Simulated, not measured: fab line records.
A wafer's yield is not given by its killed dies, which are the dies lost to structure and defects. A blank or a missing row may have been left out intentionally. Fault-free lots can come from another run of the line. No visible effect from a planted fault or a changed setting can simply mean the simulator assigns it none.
Split-lot experiment / flow n5_finfet / 39 wafers read across 7 lots, on a route 1938 steps long

THE SPLIT
At N5_BEOL_M14_ETCH_68 (etches SOC in N2/H2, time 450 s), the setting time_s was moved away from the recipe's 450 s on 18 of the 39 wafers read, by -48.2% to +54.6%. For the rest of the wafers, this setting stayed at what the recipe calls for.

The reading comes from the split's own step.

THE READING
SiARC_of_BEOL_M14_COAT_66.thk_nm (the simulator's own value, which no gauge read), in nm, at N5_BEOL_M14_ETCH_68 (etches SOC in N2/H2, time 450 s). No usual value for it is given in the file. Average 65.0 nm, standard deviation 0.72 nm, over the 21 wafers here run with the recipe.

wafer=L079.1; tool, chamber at the split=rie_diel-02, 1; time_s as run, s=450; against the recipe=recipe; SiARC_of_BEOL_M14_COAT_66.thk_nm, nm=65.8; against lot-mates on the recipe=-
wafer=L079.2; tool, chamber at the split=rie_diel-02, 3; time_s as run, s=450; against the recipe=recipe; SiARC_of_BEOL_M14_COAT_66.thk_nm, nm=66; against lot-mates on the recipe=-
wafer=L079.3; tool, chamber at the split=rie_diel-02, 2; time_s as run, s=233.3; against the recipe=-48.2%; SiARC_of_BEOL_M14_COAT_66.thk_nm, nm=86.6; against lot-mates on the recipe=+21.1
wafer=L079.4; tool, chamber at the split=rie_diel-02, 0; time_s as run, s=233.3; against the recipe=-48.2%; SiARC_of_BEOL_M14_COAT_66.thk_nm, nm=87.4; against lot-mates on the recipe=+21.9
wafer=L079.5; tool, chamber at the split=rie_diel-02, 1; time_s as run, s=233.3; against the recipe=-48.2%; SiARC_of_BEOL_M14_COAT_66.thk_nm, nm=87; against lot-mates on the recipe=+21.5
wafer=L079.6; tool, chamber at the split=rie_diel-02, 2; time_s as run, s=450; against the recipe=recipe; SiARC_of_BEOL_M14_COAT_66.thk_nm, nm=64.8; against lot-mates on the recipe=-
wafer=L080.1; tool, chamber at the split=rie_diel-05, 1; time_s as run, s=450; against the recipe=recipe; SiARC_of_BEOL_M14_COAT_66.thk_nm, nm=64.2; against lot-mates on the recipe=-
wafer=L080.2; tool, chamber at the split=rie_diel-05, 2; time_s as run, s=378.9; against the recipe=-15.8%; SiARC_of_BEOL_M14_COAT_66.thk_nm, nm=71; against lot-mates on the recipe=+6.5
wafer=L080.3; tool, chamber at the split=rie_diel-05, 3; time_s as run, s=450; against the recipe=recipe; SiARC_of_BEOL_M14_COAT_66.thk_nm, nm=64.8; against lot-mates on the recipe=-
wafer=L080.4; tool, chamber at the split=rie_diel-05, 0; time_s as run, s=450; against the recipe=recipe; SiARC_of_BEOL_M14_COAT_66.thk_nm, nm=64.6; against lot-mates on the recipe=-
wafer=L080.5; tool, chamber at the split=rie_diel-05, 2; time_s as run, s=378.9; against the recipe=-15.8%; SiARC_of_BEOL_M14_COAT_66.thk_nm, nm=71.4; against lot-mates on the recipe=+6.9
wafer=L080.6; tool, chamber at the split=rie_diel-05, 1; time_s as run, s=378.9; against the recipe=-15.8%; SiARC_of_BEOL_M14_COAT_66.thk_nm, nm=71.8; against lot-mates on the recipe=+7.3
wafer=L083.1; tool, chamber at the split=rie_diel-05, 3; time_s as run, s=621.9; against the recipe=+38.2%; SiARC_of_BEOL_M14_COAT_66.thk_nm, nm=47.8; against lot-mates on the recipe=-16.7
wafer=L083.2; tool, chamber at the split=rie_diel-05, 0; time_s as run, s=450; against the recipe=recipe; SiARC_of_BEOL_M14_COAT_66.thk_nm, nm=64.6; against lot-mates on the recipe=-
wafer=L083.3; tool, chamber at the split=rie_diel-05, 2; time_s as run, s=621.9; against the recipe=+38.2%; SiARC_of_BEOL_M14_COAT_66.thk_nm, nm=46.4; against lot-mates on the recipe=-18.1
wafer=L083.4; tool, chamber at the split=rie_diel-05, 1,0; time_s as run, s=450; against the recipe=recipe; SiARC_of_BEOL_M14_COAT_66.thk_nm, nm=64.4; against lot-mates on the recipe=-
wafer=L083.5; tool, chamber at the split=rie_diel-05, 1,0; time_s as run, s=450; against the recipe=recipe; SiARC_of_BEOL_M14_COAT_66.thk_nm, nm=64.4; against lot-mates on the recipe=-
wafer=L083.6; tool, chamber at the split=rie_diel-05, 3; time_s as run, s=621.9; against the recipe=+38.2%; SiARC_of_BEOL_M14_COAT_66.thk_nm, nm=47.6; against lot-mates on the recipe=-16.9
wafer=L082.1; tool, chamber at the split=rie_diel-05, 3; time_s as run, s=450; against the recipe=recipe; SiARC_of_BEOL_M14_COAT_66.thk_nm, nm=64.8; against lot-mates on the recipe=-
wafer=L082.2; tool, chamber at the split=rie_diel-05, 1; time_s as run, s=450; against the recipe=recipe; SiARC_of_BEOL_M14_COAT_66.thk_nm, nm=64.6; against lot-mates on the recipe=-
wafer=L082.3; tool, chamber at the split=rie_diel-05, 0; time_s as run, s=652.9; against the recipe=+45.1%; SiARC_of_BEOL_M14_COAT_66.thk_nm, nm=43.6; against lot-mates on the recipe=-20.7
wafer=L082.4; tool, chamber at the split=rie_diel-05, 2; time_s as run, s=450; against the recipe=recipe; SiARC_of_BEOL_M14_COAT_66.thk_nm, nm=63.4; against lot-mates on the recipe=-
wafer=L082.5; tool, chamber at the split=rie_diel-05, 0; time_s as run, s=652.9; against the recipe=+45.1%; SiARC_of_BEOL_M14_COAT_66.thk_nm, nm=43.8; against lot-mates on the recipe=-20.5
wafer=L082.6; tool, chamber at the split=rie_diel-05, 1; time_s as run, s=652.9; against the recipe=+45.1%; SiARC_of_BEOL_M14_COAT_66.thk_nm, nm=43.2; against lot-mates on the recipe=-21.1
wafer=L091.2; tool, chamber at the split=rie_diel-01, 2; time_s as run, s=450; against the recipe=recipe; SiARC_of_BEOL_M14_COAT_66.thk_nm, nm=66.8; against lot-mates on the recipe=-
wafer=L091.3; tool, chamber at the split=rie_diel-01, 0; time_s as run, s=450; against the recipe=recipe; SiARC_of_BEOL_M14_COAT_66.thk_nm, nm=65; against lot-mates on the recipe=-
wafer=L091.4; tool, chamber at the split=rie_diel-01, 1; time_s as run, s=450; against the recipe=recipe; SiARC_of_BEOL_M14_COAT_66.thk_nm, nm=65.8; against lot-mates on the recipe=-
wafer=L093.1; tool, chamber at the split=rie_diel-02, 3; time_s as run, s=450; against the recipe=recipe; SiARC_of_BEOL_M14_COAT_66.thk_nm, nm=65.2; against lot-mates on the recipe=-
wafer=L093.2; tool, chamber at the split=rie_diel-02, 2; time_s as run, s=450; against the recipe=recipe; SiARC_of_BEOL_M14_COAT_66.thk_nm, nm=64.8; against lot-mates on the recipe=-
wafer=L093.3; tool, chamber at the split=rie_diel-02, 1; time_s as run, s=323.6; against the recipe=-28.1%; SiARC_of_BEOL_M14_COAT_66.thk_nm, nm=79; against lot-mates on the recipe=+13.9
wafer=L093.4; tool, chamber at the split=rie_diel-02, 0; time_s as run, s=323.6; against the recipe=-28.1%; SiARC_of_BEOL_M14_COAT_66.thk_nm, nm=78; against lot-mates on the recipe=+12.9
wafer=L093.5; tool, chamber at the split=rie_diel-02, 0; time_s as run, s=450; against the recipe=recipe; SiARC_of_BEOL_M14_COAT_66.thk_nm, nm=65.4; against lot-mates on the recipe=-
wafer=L093.6; tool, chamber at the split=rie_diel-02, 1; time_s as run, s=323.6; against the recipe=-28.1%; SiARC_of_BEOL_M14_COAT_66.thk_nm, nm=78.8; against lot-mates on the recipe=+13.7
wafer=L092.1; tool, chamber at the split=rie_diel-01, 2; time_s as run, s=450; against the recipe=recipe; SiARC_of_BEOL_M14_COAT_66.thk_nm, nm=65.2; against lot-mates on the recipe=-
wafer=L092.2; tool, chamber at the split=rie_diel-01, 0; time_s as run, s=695.8; against the recipe=+54.6%; SiARC_of_BEOL_M14_COAT_66.thk_nm, nm=39.6; against lot-mates on the recipe=-25.5
wafer=L092.3; tool, chamber at the split=rie_diel-01, 1; time_s as run, s=450; against the recipe=recipe; SiARC_of_BEOL_M14_COAT_66.thk_nm, nm=64.4; against lot-mates on the recipe=-
wafer=L092.4; tool, chamber at the split=rie_diel-01, 3; time_s as run, s=450; against the recipe=recipe; SiARC_of_BEOL_M14_COAT_66.thk_nm, nm=65.6; against lot-mates on the recipe=-
wafer=L092.5; tool, chamber at the split=rie_diel-01, 1; time_s as run, s=695.8; against the recipe=+54.6%; SiARC_of_BEOL_M14_COAT_66.thk_nm, nm=39.8; against lot-mates on the recipe=-25.3
wafer=L092.6; tool, chamber at the split=rie_diel-01, 2; time_s as run, s=695.8; against the recipe=+54.6%; SiARC_of_BEOL_M14_COAT_66.thk_nm, nm=41.2; against lot-mates on the recipe=-23.9
If several chambers appear in one row, that row covers several wafers at once and the file leaves open which wafer was in which chamber.

FIT RESULTS
A straight line over all 39 wafers: SiARC_of_BEOL_M14_COAT_66.thk_nm changes by -0.462 nm for each +1% of time_s; r = -1.00; the points scatter about the line by 0.74 nm.
The same after taking each lot's own level away (the mean of its wafers on the recipe; 39 wafers): -0.455 nm for each +1%; r = -1.00; scatter 0.55 nm.
According to that fit, moving time_s by its largest amount changes the reading by 25 nm.
The span of the lots' own levels, 64.27 to 65.87 nm, comes to 2.2 times the standard deviation stated above.
Consequently the slope shifts little with the lot-to-lot level, the two slopes agreeing.
Check: -24.8 nm against its lot-mates is what the line predicts for one of the wafers moved furthest among these (+54.6%) when that wafer is left out of the fit. Against them it came out at -25.5 nm.

THE FILE'S OWN FIT
SiARC_of_BEOL_M14_COAT_66.thk_nm changes by -0.455 nm for each +1% of time_s, r = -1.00.
